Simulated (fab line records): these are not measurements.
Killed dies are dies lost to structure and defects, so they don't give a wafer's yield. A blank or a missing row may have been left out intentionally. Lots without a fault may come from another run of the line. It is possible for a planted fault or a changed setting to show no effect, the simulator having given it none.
Which tool did it? | flow n5-finfet | 19 lots, 57 wafers sampled, at 6 steps of a route of 1938

WHAT THE GAUGES READ, wafer by wafer
No reading from a measuring or inspecting step in the record can be judged against a usual standard deviation.

WHAT TOOL EACH LOT RAN ON (gives the tool, then ch and the chambers of the sampled wafers, and finally the start)
lot  | N5_MOL_CONTACT_COAG_ETCH_65        | N5_MOL_CONTACT_COAG_ETCH_66        | N5_MOL_CONTACT_COAG_ETCH_67        | N5_MOL_CONTACT_COAG_ETCH_48        | N5_MOL_CONTACT_COAG_CMP_52    | N5_BEOL_M0_SAQP_SPACER1_ALD_98
L074 | rie-diel-02 ch 0,1,2, day 5 05:31  | rie-diel-02 ch 0,1,2, day 5 05:32  | rie-diel-01 ch 0,1,2, day 5 06:06  | rie-diel-01 ch 0,1,2, day 5 06:17  | cmp-01 ch 0,1,3, day 5 07:02  | ald-sin-01 ch 0,1,3, day 5 13:02
L075 | rie-diel-05 ch 2,3, day 5 12:31    | rie-diel-05 ch 2,3, day 5 12:32    | rie-diel-02 ch 0,3, day 5 12:50    | rie-diel-02 ch 0,3, day 5 13:02    | cmp-02 ch 1,3, day 5 13:48    | ald-sin-03 ch 1,3, day 5 20:01
L076 | rie-diel-01 ch 2,3, day 5 18:39    | rie-diel-01 ch 2,3, day 5 18:40    | rie-diel-01 ch 1,2,3, day 5 18:58  | rie-diel-01 ch 1,2,3, day 5 19:10  | cmp-01 ch 0,2,3, day 5 19:59  | ald-sin-01 ch 0,1,2, day 6 03:28
L078 | rie-diel-01 ch 0,1,3, day 6 04:17  | rie-diel-01 ch 0,1,3, day 6 04:18  | rie-diel-02 ch 0,2,3, day 6 04:51  | rie-diel-02 ch 0,2,3, day 6 05:02  | cmp-02 ch 0,1, day 6 05:49    | ald-sin-03 ch 0,2,3, day 6 11:43
L079 | rie-diel-01 ch 1,2,3, day 6 14:11  | rie-diel-01 ch 1,2,3, day 6 14:14  | rie-diel-01 ch 1,2,3, day 6 14:54  | rie-diel-01 ch 1,2,3, day 6 15:05  | cmp-04 ch 1,2,3, day 6 15:55  | ald-sin-03 ch 1,2, day 6 21:47
L080 | rie-diel-05 ch 0,1,2, day 6 14:55  | rie-diel-05 ch 0,1,2, day 6 14:56  | rie-diel-01 ch 1,2,3, day 6 15:14  | rie-diel-01 ch 1,2,3, day 6 15:26  | cmp-01 ch 0,3, day 6 16:13    | ald-sin-03 ch 0,1,3, day 7 00:55
L082 | rie-diel-02 ch 0,1,3, day 7 03:28  | rie-diel-02 ch 0,1,3, day 7 03:29  | rie-diel-02 ch 0,1,3, day 7 03:47  | rie-diel-02 ch 0,1,3, day 7 03:58  | cmp-01 ch 0,1,3, day 7 04:42  | ald-sin-03 ch 1,2,3, day 7 10:28
L083 | rie-diel-01 ch 0,1, day 7 06:23    | rie-diel-01 ch 0,1, day 7 06:25    | rie-diel-01 ch 0,2,3, day 7 06:43  | rie-diel-01 ch 0,2,3, day 7 06:55  | cmp-01 ch 1,2, day 7 07:38    | ald-sin-01 ch 0,2, day 7 15:26
L085 | rie-diel-01 ch 0,1, day 7 23:15    | rie-diel-01 ch 0,1, day 7 23:16    | rie-diel-02 ch 0,2, day 7 23:34    | rie-diel-02 ch 0,2, day 7 23:45    | cmp-02 ch 0,2,3, day 8 00:35  | ald-sin-02 ch 2,3, day 8 07:17
L086 | rie-diel-02 ch 2,3, day 8 05:42    | rie-diel-02 ch 2,3, day 8 05:43    | rie-diel-01 ch 0,1,2, day 8 06:24  | rie-diel-01 ch 0,1,2, day 8 06:35  | cmp-04 ch 2,3, day 8 07:20    | ald-sin-01 ch 0,2,3, day 8 18:35
L087 | rie-diel-02 ch 1,2,3, day 8 08:28  | rie-diel-02 ch 1,2,3, day 8 08:29  | rie-diel-05 ch 0,1,2, day 8 08:53  | rie-diel-05 ch 0,1,2, day 8 09:04  | cmp-04 ch 0,1,3, day 8 09:56  | ald-sin-01 ch 0,2,3, day 8 19:35
L088 | rie-diel-05 ch 0,1,3, day 8 20:34  | rie-diel-05 ch 0,1,3, day 8 20:35  | rie-diel-01 ch 0,1,3, day 8 21:02  | rie-diel-01 ch 0,1,3, day 8 21:14  | cmp-04 ch 0,1,2, day 8 22:02  | ald-sin-02 ch 1,2,3, day 9 04:36
L089 | rie-diel-01 ch 0,2,3, day 8 20:50  | rie-diel-01 ch 0,2,3, day 8 20:51  | rie-diel-01 ch 0,1,2, day 8 21:23  | rie-diel-01 ch 0,1,2, day 8 21:34  | cmp-02 ch 1,3, day 8 22:21    | ald-sin-01 ch 1,2, day 9 10:02
L090 | rie-diel-01 ch 1,3, day 9 04:39    | rie-diel-01 ch 1,3, day 9 04:40    | rie-diel-02 ch 0,3, day 9 04:58    | rie-diel-02 ch 0,3, day 9 05:10    | cmp-02 ch 1,2, day 9 05:59    | ald-sin-03 ch 0,1,2, day 9 12:53
L092 | rie-diel-02 ch 0,1,3, day 9 17:10  | rie-diel-02 ch 0,1,3, day 9 17:11  | rie-diel-01 ch 1,2,3, day 9 17:56  | rie-diel-01 ch 1,2,3, day 9 18:07  | cmp-01 ch 0,1,2, day 9 18:52  | ald-sin-03 ch 1,2, day 10 01:38
L093 | rie-diel-02 ch 1,2,3, day 9 22:58  | rie-diel-02 ch 1,2,3, day 9 22:59  | rie-diel-01 ch 0,1,2, day 9 23:22  | rie-diel-01 ch 0,1,2, day 9 23:33  | cmp-02 ch 0,1,3, day 10 00:23 | ald-sin-03 ch 0,1,3, day 10 08:47
L094 | rie-diel-05 ch 0,1,2, day 10 04:29 | rie-diel-05 ch 0,1,2, day 10 04:30 | rie-diel-02 ch 1,2, day 10 04:47   | rie-diel-02 ch 1,2, day 10 04:59   | cmp-01 ch 0,3, day 10 05:44   | ald-sin-01 ch 0,1, day 10 13:31
L096 | rie-diel-01 ch 0,1,2, day 10 17:32 | rie-diel-01 ch 0,1,2, day 10 17:34 | rie-diel-02 ch 0,2,3, day 10 18:11 | rie-diel-02 ch 0,2,3, day 10 18:23 | cmp-04 ch 0,2,3, day 10 19:07 | ald-sin-01 ch 0,2,3, day 11 01:28
L097 | rie-diel-02 ch 1,3, day 10 20:38   | rie-diel-02 ch 1,3, day 10 20:39   | rie-diel-01 ch 0,1, day 10 21:13   | rie-diel-01 ch 0,1, day 10 21:24   | cmp-01 ch 2,3, day 10 22:11   | ald-sin-03 ch 0,1,3, day 11 05:20
- N5_MOL_CONTACT_COAG_ETCH_65: etches underlayer in N2/H2, target depth 13 nm, time 10.4 s.
- N5_MOL_CONTACT_COAG_ETCH_66: etches SiARC in CF4, target depth 13 nm, time 21.7 s.
- N5_MOL_CONTACT_COAG_ETCH_67: etches SOC in N2/H2, target depth 60 nm, overetch 21 nm, time 101.2 s.
- N5_MOL_CONTACT_COAG_ETCH_48: etches SiOC in C4F6/O2, target depth 15 nm, overetch 4.5 nm, time 17 s.
- N5_MOL_CONTACT_COAG_CMP_52: polishes, stops on SiO2, t overpolish 1.5 s, target thk 66.5 nm.
- N5_BEOL_M0_SAQP_SPACER1_ALD_98: deposits SiO2, target thk 12.8 nm, pulse time 1 s, purge time 2 s.

WHAT THE TOOLS THEMSELVES READ (means of the sampled wafers that have a number; where no wafer has one, the mark that the record gives instead)
N5_MOL_CONTACT_COAG_ETCH_65. Usual: drypump-motor-current-A 5.9 A (standard deviation 0.55); etch-rf-on-time-s 10.46 s (standard deviation 0.17); n2-flow-sccm 200.0 sccm (standard deviation 0.54); oes-product-au 0.69 a.u. (standard deviation 0.079); rf-vpp-V 524.0 V (standard deviation 2.7); showerhead-plenum-p-Torr 2.55 Torr (standard deviation 0.094); throttle-valve-pct 17.92 % (standard deviation 0.18).
lot  | tool        | drypump-motor-current-A (A) | etch-rf-on-time-s (s) | n2-flow-sccm (sccm) | oes-product-au (a.u.) | rf-vpp-V (V) | showerhead-plenum-p-Torr (Torr) | throttle-valve-pct (%) | flag
L074 | rie-diel-02 | 5.5                         | 10.59                 | 199.8               | 0.61                  | 521.3        | 2.45                            | 17.90                  |
L075 | rie-diel-05 | 5.9                         | 10.36                 | 200.3               | 0.67                  | 522.1        | 2.47                            | 18.18                  |
L076 | rie-diel-01 | 6.3                         | 10.48                 | 200.5               | 0.66                  | 523.8        | 2.56                            | 17.93                  |
L078 | rie-diel-01 | 5.6                         | 10.44                 | 199.6               | 0.67                  | 524.6        | 2.55                            | 18.09                  |
L079 | rie-diel-01 | 6.1                         | 10.43                 | 200.1               | 0.69                  | 524.4        | 2.57                            | 18.02                  |
L080 | rie-diel-05 | 6.4                         | 10.38                 | 200.2               | 0.70                  | 524.7        | 2.57                            | 17.90                  |
L082 | rie-diel-02 | 5.7                         | 10.51                 | 200.1               | 0.62                  | 522.5        | 2.49                            | 17.91                  |
L083 | rie-diel-01 | 5.5                         | 10.38                 | 199.6               | 0.80                  | 523.4        | 2.53                            | 17.75                  |
L085 | rie-diel-01 | 5.7                         | 10.41                 | 200.1               | 0.76                  | 524.2        | 2.55                            | 17.90                  |
L086 | rie-diel-02 | 5.3                         | 10.36                 | 200.1               | 0.74                  | 524.5        | 2.55                            | 17.74                  |
L087 | rie-diel-02 | 5.4                         | 10.43                 | 199.7               | 0.68                  | 523.9        | 2.52                            | 17.84                  |
L088 | rie-diel-05 | 6.4                         | 10.58                 | 199.9               | 0.69                  | 525.5        | 2.59                            | 17.87                  |
L089 | rie-diel-01 | 5.8                         | 10.49                 | 199.5               | 0.69                  | 523.2        | 2.53                            | 17.90                  |
L090 | rie-diel-01 | 5.8                         | 10.31                 | 200.0               | 0.70                  | 524.6        | 2.57                            | 18.13                  |
L092 | rie-diel-02 | 5.7                         | 10.41                 | 200.7               | 0.69                  | 524.9        | 2.59                            | 17.80                  |
L093 | rie-diel-02 | 5.4                         | 10.73                 | 199.9               | 0.66                  | 522.9        | 2.52                            | 17.85                  |
L094 | rie-diel-05 | 6.4                         | 10.55                 | 200.3               | 0.66                  | 523.1        | 2.56                            | 17.95                  |
L096 | rie-diel-01 | 6.0                         | 10.39                 | 199.6               | 0.71                  | 523.2        | 2.53                            | 17.87                  |
L097 | rie-diel-02 | 5.5                         | 10.69                 | 200.2               | 0.61                  | 522.4        | 2.49                            | 17.95                  |

N5_MOL_CONTACT_COAG_ETCH_66. Usual: drypump-motor-current-A 5.9 A, standard deviation 0.55; etch-rf-on-time-s 21.7 s, standard deviation 0.37; oes-product-au 0.69 a.u., standard deviation 0.079; rf-vpp-V 184.1 V, standard deviation 1.2; showerhead-plenum-p-Torr 2.15 Torr, standard deviation 0.075; throttle-valve-pct 15.66 %, standard deviation 0.17.
lot  | tool        | drypump-motor-current-A (A) | etch-rf-on-time-s (s) | oes-product-au (a.u.) | rf-vpp-V (V) | showerhead-plenum-p-Torr (Torr) | throttle-valve-pct (%) | flag
L074 | rie-diel-02 | 5.5                         | 21.9                  | 0.61                  | 183.1        | 2.07                            | 15.69                  |
L075 | rie-diel-05 | 5.8                         | 21.6                  | 0.67                  | 183.1        | 2.08                            | 15.88                  |
L076 | rie-diel-01 | 6.3                         | 21.7                  | 0.66                  | 184.3        | 2.16                            | 15.69                  |
L078 | rie-diel-01 | 5.6                         | 21.6                  | 0.67                  | 184.4        | 2.15                            | 15.81                  |
L079 | rie-diel-01 | 6.1                         | 21.9                  | 0.69                  | 183.9        | 2.16                            | 15.75                  |
L080 | rie-diel-05 | 6.3                         | 21.8                  | 0.69                  | 184.8        | 2.16                            | 15.63                  |
L082 | rie-diel-02 | 5.7                         | 22.1                  | 0.61                  | 183.6        | 2.10                            | 15.69                  |
L083 | rie-diel-01 | 5.5                         | 21.4                  | 0.81                  | 184.4        | 2.13                            | 15.50                  |
L085 | rie-diel-01 | 5.7                         | 21.2                  | 0.77                  | 184.5        | 2.15                            | 15.65                  |
L086 | rie-diel-02 | 5.3                         | 21.4                  | 0.74                  | 184.7        | 2.15                            | 15.48                  |
L087 | rie-diel-02 | 5.4                         | 21.8                  | 0.68                  | 184.4        | 2.12                            | 15.60                  |
L088 | rie-diel-05 | 6.4                         | 21.7                  | 0.69                  | 184.7        | 2.18                            | 15.60                  |
L089 | rie-diel-01 | 5.8                         | 21.6                  | 0.70                  | 183.7        | 2.13                            | 15.65                  |
L090 | rie-diel-01 | 5.8                         | 21.5                  | 0.71                  | 184.2        | 2.17                            | 15.83                  |
L092 | rie-diel-02 | 5.7                         | 21.7                  | 0.69                  | 184.6        | 2.17                            | 15.56                  |
L093 | rie-diel-02 | 5.4                         | 22.1                  | 0.66                  | 183.3        | 2.12                            | 15.61                  |
L094 | rie-diel-05 | 6.3                         | 22.0                  | 0.66                  | 184.5        | 2.15                            | 15.69                  |
L096 | rie-diel-01 | 6.0                         | 21.9                  | 0.70                  | 183.9        | 2.14                            | 15.66                  |
L097 | rie-diel-02 | 5.5                         | 22.4                  | 0.60                  | 183.8        | 2.10                            | 15.74                  |

N5_MOL_CONTACT_COAG_ETCH_67. Usual: drypump-motor-current-A 5.8 A, standard deviation 0.56; n2-flow-sccm 200.0 sccm, standard deviation 0.6; oes-product-au 0.67 a.u., standard deviation 0.067; rf-vpp-V 523.9 V, standard deviation 2.4; showerhead-plenum-p-Torr 2.55 Torr, standard deviation 0.077; throttle-valve-pct 17.90 %, standard deviation 0.19.
lot  | tool        | drypump-motor-current-A (A) | n2-flow-sccm (sccm) | oes-product-au (a.u.) | rf-vpp-V (V) | showerhead-plenum-p-Torr (Torr) | throttle-valve-pct (%) | flag
L074 | rie-diel-01 | 6.0                         | 200.4               | 0.66                  | 523.4        | 2.55                            | 17.92                  |
L075 | rie-diel-02 | 5.8                         | 199.9               | 0.61                  | 524.4        | 2.57                            | 17.86                  |
L076 | rie-diel-01 | 6.1                         | 199.5               | 0.68                  | 524.9        | 2.57                            | 17.96                  |
L078 | rie-diel-02 | 5.6                         | 199.7               | 0.59                  | 522.9        | 2.52                            | 17.91                  |
L079 | rie-diel-01 | 6.1                         | 199.8               | 0.68                  | 525.2        | 2.57                            | 17.98                  |
L080 | rie-diel-01 | 6.1                         | 200.0               | 0.68                  | 524.0        | 2.57                            | 17.98                  |
L082 | rie-diel-02 | 5.7                         | 199.9               | 0.61                  | 522.1        | 2.49                            | 17.86                  |
L083 | rie-diel-01 | 5.8                         | 199.8               | 0.70                  | 523.8        | 2.53                            | 17.84                  |
L085 | rie-diel-02 | 5.4                         | 200.0               | 0.70                  | 521.5        | 2.47                            | 17.69                  |
L086 | rie-diel-01 | 6.0                         | 200.4               | 0.72                  | 524.2        | 2.54                            | 17.81                  |
L087 | rie-diel-05 | 6.3                         | 199.8               | 0.67                  | 524.7        | 2.56                            | 17.90                  |
L088 | rie-diel-01 | 5.5                         | 200.0               | 0.70                  | 524.0        | 2.55                            | 17.95                  |
L089 | rie-diel-01 | 6.0                         | 200.7               | 0.71                  | 523.7        | 2.54                            | 17.81                  |
L090 | rie-diel-02 | 5.8                         | 200.9               | 0.69                  | 527.9        | 2.67                            | 17.78                  |
L092 | rie-diel-01 | 6.1                         | 200.4               | 0.66                  | 524.6        | 2.56                            | 18.03                  |
L093 | rie-diel-01 | 6.0                         | 199.8               | 0.70                  | 523.9        | 2.54                            | 17.83                  |
L094 | rie-diel-02 | 5.3                         | 199.4               | 0.65                  | 520.3        | 2.44                            | 17.80                  |
L096 | rie-diel-02 | 5.6                         | 199.9               | 0.71                  | 525.0        | 2.61                            | 17.70                  |
L097 | rie-diel-01 | 5.5                         | 200.2               | 0.73                  | 522.8        | 2.52                            | 17.77                  |

N5_MOL_CONTACT_COAG_ETCH_48. Usual: drypump-motor-current-A 5.8 A (standard deviation 0.56); oes_f_703_au 0.80 a.u. (standard deviation 0.083); oes_o_777_au 0.80 a.u. (standard deviation 0.085); oes-product-au 0.67 a.u. (standard deviation 0.07); rf-vpp-V 1581 V (standard deviation 12); showerhead-plenum-p-Torr 2.84 Torr (standard deviation 0.083); throttle-valve-pct 40.76 % (standard deviation 0.27).
lot  | tool        | drypump-motor-current-A (A) | oes_f_703_au (a.u.) | oes_o_777_au (a.u.) | oes-product-au (a.u.) | rf-vpp-V (V) | showerhead-plenum-p-Torr (Torr) | throttle-valve-pct (%) | flag
L074 | rie-diel-01 | 6.0                         | 0.80                | 0.80                | 0.66                  | 1577         | 2.86                            | 40.92                  |
L075 | rie-diel-02 | 5.8                         | 0.74                | 0.74                | 0.61                  | 1579         | 2.86                            | 40.50                  |
L076 | rie-diel-01 | 6.1                         | 0.82                | 0.82                | 0.68                  | 1585         | 2.87                            | 40.99                  |
L078 | rie-diel-02 | 5.6                         | 0.72                | 0.72                | 0.59                  | 1574         | 2.81                            | 40.56                  |
L079 | rie-diel-01 | 6.1                         | 0.81                | 0.81                | 0.71                  | 1586         | 2.87                            | 41.00                  |
L080 | rie-diel-01 | 6.1                         | 0.81                | 0.81                | 0.69                  | 1585         | 2.87                            | 40.99                  |
L082 | rie-diel-02 | 5.7                         | 0.72                | 0.72                | 0.61                  | 1580         | 2.78                            | 40.47                  |
L083 | rie-diel-01 | 5.8                         | 0.83                | 0.84                | 0.75                  | 1575         | 2.83                            | 40.75                  |
L085 | rie-diel-02 | 5.4                         | 0.84                | 0.84                | 0.70                  | 1568         | 2.75                            | 40.55                  |
L086 | rie-diel-01 | 6.0                         | 0.86                | 0.86                | 0.71                  | 1576         | 2.84                            | 40.78                  |
L087 | rie-diel-05 | 6.3                         | 0.80                | 0.80                | 0.69                  | 1583         | 2.87                            | 40.70                  |
L088 | rie-diel-01 | 5.5                         | 0.85                | 0.85                | 0.70                  | 1581         | 2.84                            | 40.82                  |
L089 | rie-diel-01 | 6.0                         | 0.85                | 0.85                | 0.70                  | 1576         | 2.84                            | 40.79                  |
L090 | rie-diel-02 | 5.8                         | 0.81                | 0.82                | 0.70                  | 1587         | 2.96                            | 40.50                  |
L092 | rie-diel-01 | 6.1                         | 0.79                | 0.79                | 0.67                  | 1585         | 2.86                            | 41.01                  |
L093 | rie-diel-01 | 6.0                         | 0.84                | 0.84                | 0.72                  | 1576         | 2.84                            | 40.80                  |
L094 | rie-diel-02 | 5.3                         | 0.76                | 0.76                | 0.64                  | 1583         | 2.73                            | 40.53                  |
L096 | rie-diel-02 | 5.6                         | 0.85                | 0.84                | 0.70                  | 1581         | 2.91                            | 40.53                  |
L097 | rie-diel-01 | 5.5                         | 0.88                | 0.88                | 0.70                  | 1572         | 2.81                            | 40.61                  |

N5_MOL_CONTACT_COAG_CMP_52. Usual: motor-current-A 11.8 A, standard deviation 1.4; overpolish-run-s 1.501 s, standard deviation 0.0078; time-to-endpoint-s 13.7 s, standard deviation 1.8.
lot  | tool   | motor-current-A (A) | overpolish-run-s (s) | time-to-endpoint-s (s) | flag
L074 | cmp-01 | 12.6                | 1.500                | 14.4                   |
L075 | cmp-02 | 10.3                | 1.502                | 13.7                   |
L076 | cmp-01 | 12.0                | 1.507                | 13.8                   |
L078 | cmp-02 | 10.8                | 1.497                | 14.2                   |
L079 | cmp-04 | 12.5                | 1.500                | 12.1                   |
L080 | cmp-01 | 13.1                | 1.503                | 11.8                   |
L082 | cmp-01 | 12.1                | 1.506                | 13.0                   |
L083 | cmp-01 | 11.8                | 1.506                | 15.4                   |
L085 | cmp-02 | 11.4                | 1.499                | 16.1                   |
L086 | cmp-04 | 12.5                | 1.499                | 14.7                   |
L087 | cmp-04 | 10.7                | 1.502                | 13.1                   |
L088 | cmp-04 | 12.1                | 1.502                | 15.1                   |
L089 | cmp-02 | 10.9                | 1.493                | 9.7                    |
L090 | cmp-02 | 11.2                | 1.500                | 12.3                   |
L092 | cmp-01 | 11.6                | 1.508                | 14.7                   |
L093 | cmp-02 | 10.6                | 1.497                | 14.8                   |
L094 | cmp-01 | 12.3                | 1.502                | 14.6                   |
L096 | cmp-04 | 12.5                | 1.502                | 12.8                   |
L097 | cmp-01 | 12.9                | 1.501                | 14.4                   |

N5_BEOL_M0_SAQP_SPACER1_ALD_98. Usual: heater-power-outer-w 266 W, standard deviation 24; heater-power-w 467 W, standard deviation 38; precursor-pulse-height-rel 1.000, standard deviation 0.02.
lot  | tool       | heater-power-outer-w (W) | heater-power-w (W) | precursor-pulse-height-rel | flag
L074 | ald-sin-01 | 259                      | 460                | 1.013                      |
L075 | ald-sin-03 | 260                      | 457                | 1.016                      |
L076 | ald-sin-01 | 282                      | 493                | 1.013                      |
L078 | ald-sin-03 | 267                      | 468                | 0.995                      |
L079 | ald-sin-03 | 277                      | 473                | 0.994                      |
L080 | ald-sin-03 | 253                      | 443                | 0.986                      |
L082 | ald-sin-03 | 264                      | 460                | 0.993                      |
L083 | ald-sin-01 | 272                      | 492                | 1.011                      |
L085 | ald-sin-02 | 231                      | 460                | 0.994                      |
L086 | ald-sin-01 | 277                      | 479                | 1.006                      |
L087 | ald-sin-01 | 276                      | 482                | 1.003                      |
L088 | ald-sin-02 | 246                      | 444                | 1.004                      |
L089 | ald-sin-01 | 299                      | 526                | 1.006                      |
L090 | ald-sin-03 | 262                      | 455                | 0.999                      |
L092 | ald-sin-03 | 277                      | 488                | 0.995                      |
L093 | ald-sin-03 | 256                      | 444                | 1.004                      |
L094 | ald-sin-01 | 258                      | 465                | 0.991                      |
L096 | ald-sin-01 | 278                      | 478                | 1.004                      |
L097 | ald-sin-03 | 252                      | 447                | 0.988                      |

THE ANSWER, worked out from the rows above alone
Rule: take the mean of a lot's wafers that have a number; if it is more than 3 standard deviations from the usual mean, the lot is off. A lot without any number at a reading at which 4 lots or more have one is off too. The other lots that the step has rows for count as sound. After the gauges, taken in route order, come the tools' own readings; for these a lot's mean is taken, as printed above. At the first step where some lot is off, the reading lying furthest off is the one used; lots without a number count as furthest.
Across all readings shown, no lot is off: no conclusion can be drawn from this.

WHAT WAS PUT IN BY THE SIMULATOR
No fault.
